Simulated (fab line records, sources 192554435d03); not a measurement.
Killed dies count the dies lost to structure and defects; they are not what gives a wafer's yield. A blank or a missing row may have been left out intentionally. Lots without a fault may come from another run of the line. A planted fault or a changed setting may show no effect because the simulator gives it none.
Chamber matching / flow n5-finfet / N5_FIN_CUT_CUT_ETCH_27 on rie-diel-06 has 4 sister chambers
The step etches SiO2 in CHF3/O2, target depth 4 nm, overetch 2 nm, time 4.9 s. 4 wafers are shown with their chamber, then 8 later ones without.

== WAFERS, EACH WITH ITS CHAMBER ==
wafer=L081.3; chamber=2; showerhead-plenum-p-Torr (Torr)=2.38
wafer=L082.4; chamber=3; showerhead-plenum-p-Torr (Torr)=2.48
wafer=L083.1; chamber=0; showerhead-plenum-p-Torr (Torr)=2.34
wafer=L089.1; chamber=1; showerhead-plenum-p-Torr (Torr)=2.38

== WAFERS WITHOUT THEIR CHAMBER ==
wafer=L089.5; showerhead-plenum-p-Torr (Torr)=2.34
wafer=L089.6; showerhead-plenum-p-Torr (Torr)=2.38
wafer=L095.2; showerhead-plenum-p-Torr (Torr)=2.38
wafer=L095.5; showerhead-plenum-p-Torr (Torr)=2.37
wafer=L095.6; showerhead-plenum-p-Torr (Torr)=2.47
wafer=L096.3; showerhead-plenum-p-Torr (Torr)=2.37
wafer=L096.5; showerhead-plenum-p-Torr (Torr)=2.37
wafer=L096.6; showerhead-plenum-p-Torr (Torr)=2.38

== WHICH CHAMBER EACH ONE RAN IN ==
wafer=L089.5; from the rows above=0; in truth=0
wafer=L089.6; from the rows above=can't be placed: 1 or 2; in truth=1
wafer=L095.2; from the rows above=can't be placed: 1 or 2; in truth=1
wafer=L095.5; from the rows above=can't be placed: 1 or 2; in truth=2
wafer=L095.6; from the rows above=3; in truth=3
wafer=L096.3; from the rows above=can't be placed: 1 or 2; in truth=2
wafer=L096.5; from the rows above=can't be placed: 1 or 2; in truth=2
wafer=L096.6; from the rows above=can't be placed: 1 or 2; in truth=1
Correctly placed: 2 of 8. These rows do not allow placing 6 (true chamber among the candidates in 6). Placed wrongly: 0.
How it was worked out, from the rows above alone: a wafer's distance from a chamber is the root of the sum, over the readings, of the square of ((its reading less the chamber's mean) divided by the reading's scatter). The wafer belongs to the nearest chamber; if the next one is less than 2 further off, it can't be placed. For every chamber, the mean is computed from those of its wafers that are shown. The scatter: with one shown wafer a chamber, the root of the mean of the squares of how far each hidden wafer lies from its nearest shown one.
